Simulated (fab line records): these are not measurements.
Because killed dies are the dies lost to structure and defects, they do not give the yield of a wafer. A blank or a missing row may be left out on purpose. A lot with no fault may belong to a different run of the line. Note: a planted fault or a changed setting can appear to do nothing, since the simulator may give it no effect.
Code-filled problem report in 8D (eight disciplines) form ; flow nand-harc ; the parts of the form that need people (team, actions taken, sign-off) are left out

## 1. THE ISSUE
NHARC_A_M0_CD_MEAS_09, cd-nm: mean 73.3 nm on 2 wafers (1 lot); fault-free wafers 80.2 nm, standard deviation 0.51. That puts it -13 standard deviations away from the usual mean.
The step: target cd 80 nm.
First observed at day 29 03:07: wafer L745.5, on cd-sem-01. Wafers with a number at this step in the record: 15, from 5 lots. By rule, "out" or "out of limits" means more than 4 standard deviations away from the usual mean. All remaining wafers that have a number are taken as sound.

## 2. WHAT THIS IS AND IS NOT
question;is;is not
which readings at this step;cd-nm;-
which lots;L745;L730, L735, L741, L751
which wafers of those lots;L745.5, L745.6;L745.1
read on which gauges;cd-sem-01;cd-sem-02, cd-sem-03
when;from day 29 03:07;"up to then (10 sound wafers); but 3 sound wafers of L751 came after"

## 3. WHAT RULES OUT EACH SUSPECT
Counting: if a tool at a process step up to the reading ran every lot that is out, it stays a suspect. Sound lots after the first of them don't rule it out here, since some wafers of a struck lot are sound.
- the gauge at NHARC_A_M0_CD_MEAS_09: kept. All the wafers that are out were read on cd-sem-01, and no step on other tools shows them out.
- litho-track-01 at NHARC_A_M0_DEVELOP_08 (develop time 35 s): kept. It processed L745, the lot that is out, at day 29 03:00, and its most recent sound lot before then was L735 at day 25 16:00.
The count leaves cd-sem-01 at NHARC_A_M0_CD_MEAS_09 and litho-track-01 at NHARC_A_M0_DEVELOP_08.

## 4. THE CAUSE (what the simulator had put in)
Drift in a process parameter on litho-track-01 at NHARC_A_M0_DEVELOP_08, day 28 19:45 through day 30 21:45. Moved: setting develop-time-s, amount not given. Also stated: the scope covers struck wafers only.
Counting left 2 suspects, and this tool is among them.

## 5. THE EFFECT CHAIN, in route order
Each row: a reading whose mean over the struck wafers that have a number lies more than 3 standard deviations from the usual. Only readings whose record carries a usual standard deviation are examined. hours: median over the lots of the time between each lot's start at the first step of this table that gives one and its start at this step. sigmas: the change, counted in usual standard deviations.
hours;step;reading;usual;on struck wafers;change;sigmas
0;NHARC_A_M0_CD_MEAS_09;cd-nm;80.2 nm;73.3;-6.9;-13
0;NHARC_A_M0_CD_MEAS_16;cd-nm;80.1 nm;73.4;-6.7;-10
At these later measuring or inspecting steps, every struck wafer for which the step has a row has a number for every such reading, and none has moved that far: NHARC_A_M0_OVL_MEAS_10, NHARC_A_M0_INSPECT_11, NHARC_END_SORT_01.

## 6. WHAT WOULD HAVE CAUGHT IT SOONER
7 hours passed between the start of the fault at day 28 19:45 and the first reading out of limits at a measuring or inspecting step in this record, taken at day 29 03:07.
By day 29 03:07 the whole set of lots that are out, 1 in number, had already begun NHARC_A_M0_DEVELOP_08 on litho-track-01. Tool hold at that time: it would have spared none of them.
